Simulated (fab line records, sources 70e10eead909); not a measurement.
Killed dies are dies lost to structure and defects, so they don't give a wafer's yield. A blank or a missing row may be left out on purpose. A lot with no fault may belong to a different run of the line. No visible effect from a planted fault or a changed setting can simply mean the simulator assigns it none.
Comparing a struck lot with a sound one	flow nandHarc	20 out of 1302 route steps
Sound: the wafers L288.2, L288.3, L288.4. Wafers L284.2, L284.3, L284.5 were the ones struck. The cause is named last.
At each step with rows: each side's tool, then ch and its chambers, then its first start. Under that, the readings that differ: sound wafers	struck wafers	difference of the means	sigmas: that difference in standard deviations of wafers without a fault.
alike: a reading whose means differ by less than 2 such deviations, as well as words and numbers matching on both sides. not compared: withheld readings; readings where some wafer has no value; bounds like >300 that might hide an equal value; numbers whose values overlap and for which the record gives no deviation.
Wherever a step has rows on one side only, a row that says differs or no value, or a row with sigmas, the two part there. Numbers that don't overlap but have no deviation are shown without sigmas and don't part them. A reading missing from all wafers of one side parts the sides only when that side holds two or more wafers.

first, 1 step without rows for these wafers: NHARC_P_GATE_DEVELOP_90 (time 70 s).
NHARC_P_GATE_CD_MEAS_91 targets a cd of 2000 nm.
  sound on cdSem-01 ch 0, day 12 18:36; struck on cdSem-01 ch 0, day 10 22:53
  alike: cdNm
then, 3 steps without rows for these wafers: NHARC_P_GATE_HARDBAKE_92 (time 80 s); NHARC_P_GATE_DESCUM_93 (chemistry O2, time 3 s); NHARC_P_GATE_IMPLANT_94.
NHARC_P_GATE_STRIP_113: strips in N2/H2, time 740 s.
  sound on plasmaAsher-01 ch 0,1, day 12 19:07; struck on plasmaAsher-01 ch 0, day 10 23:32
  alike: drypumpMotorCurrentA, heaterPowerW, tempC
  not compared: rfHoursCounterH
NHARC_P_GATE_STRIP_95: strips in O2.
  sound on plasmaAsher-01 ch 0,1, day 12 19:51; struck on plasmaAsher-01 ch 0, day 11 00:08
  alike: drypumpMotorCurrentA, heaterPowerW, tempC
  not compared: rfHoursCounterH
then, 3 steps without rows for these wafers: NHARC_P_GATE_STRIP_96 (strips in SPM, time 900 s); NHARC_P_GATE_RTA_64 (time 1 s); NHARC_P_GATE_ETCH_77 (etches SiO2 in dHF, target depth 6 nm).
NHARC_P_GATE_DEGAS_109: time 60 s.
  struck on pvdSputter-03, day 11 01:00; sound on pvdSputter-01, day 12 20:43
  alike: heaterPowerW
then, 1 step without rows for these wafers: NHARC_P_GATE_PRE_CLEAN_110 (time 30 s).
NHARC_P_GATE_SPUTTER_78: material Ni, target thk 10 nm.
  struck on pvdSputter-03, day 11 01:06; sound on pvdSputter-01, day 12 20:50
then, 1 step without rows for these wafers: NHARC_P_GATE_SPUTTER_79 (material TiN, target thk 10 nm).
NHARC_P_GATE_RTA_80: time 30 s.
  sound on rtpAnneal-02 ch 0, day 12 21:02; struck on rtpAnneal-01 ch 0, day 11 01:19
  alike: wafer_temp_C_max
then, 1 step without rows for these wafers: NHARC_P_GATE_STRIP_67 (strips in SPM, time 600 s).
NHARC_P_GATE_RTA_82: time 30 s.
  sound on rtpAnneal-01 ch 0, day 12 21:30; struck on rtpAnneal-02 ch 0, day 11 01:46
reading	sound	struck	difference	sigmas
wafer_temp_C_max	450.9 451.8 451.6	452.6 453.7 453.5	+1.8	+2
  alike: lampPowerPct, lamp_zone_2_pct
NHARC_P_GATE_INSPECT_68:
  struck on defectInspect-01, day 11 01:56; sound on defectInspect-01, day 12 21:40
reading	sound	struck	difference	sigmas
rawDefectCount	104 239 89	1180 1126 1295	+1056	+14
then, 1 step without rows for these wafers: NHARC_P_CONTACT_DEP_30 (deposits SiNx, target thk 30 nm).
-- jump in the record: it breaks off in module P_CONTACT and resumes in module END (first step shown: number 1302 of the route), and 18 days separate the struck wafers' starts before and after --
NHARC_END_SORT_01:
  the record has rows for the struck wafers here (prober-02 ch 0, day 29 11:08) and none for the sound ones

WHERE THEY PART
Last at NHARC_END_SORT_01 as far as this record goes, first at NHARC_P_GATE_RTA_82.

WHY: what the simulator had put in
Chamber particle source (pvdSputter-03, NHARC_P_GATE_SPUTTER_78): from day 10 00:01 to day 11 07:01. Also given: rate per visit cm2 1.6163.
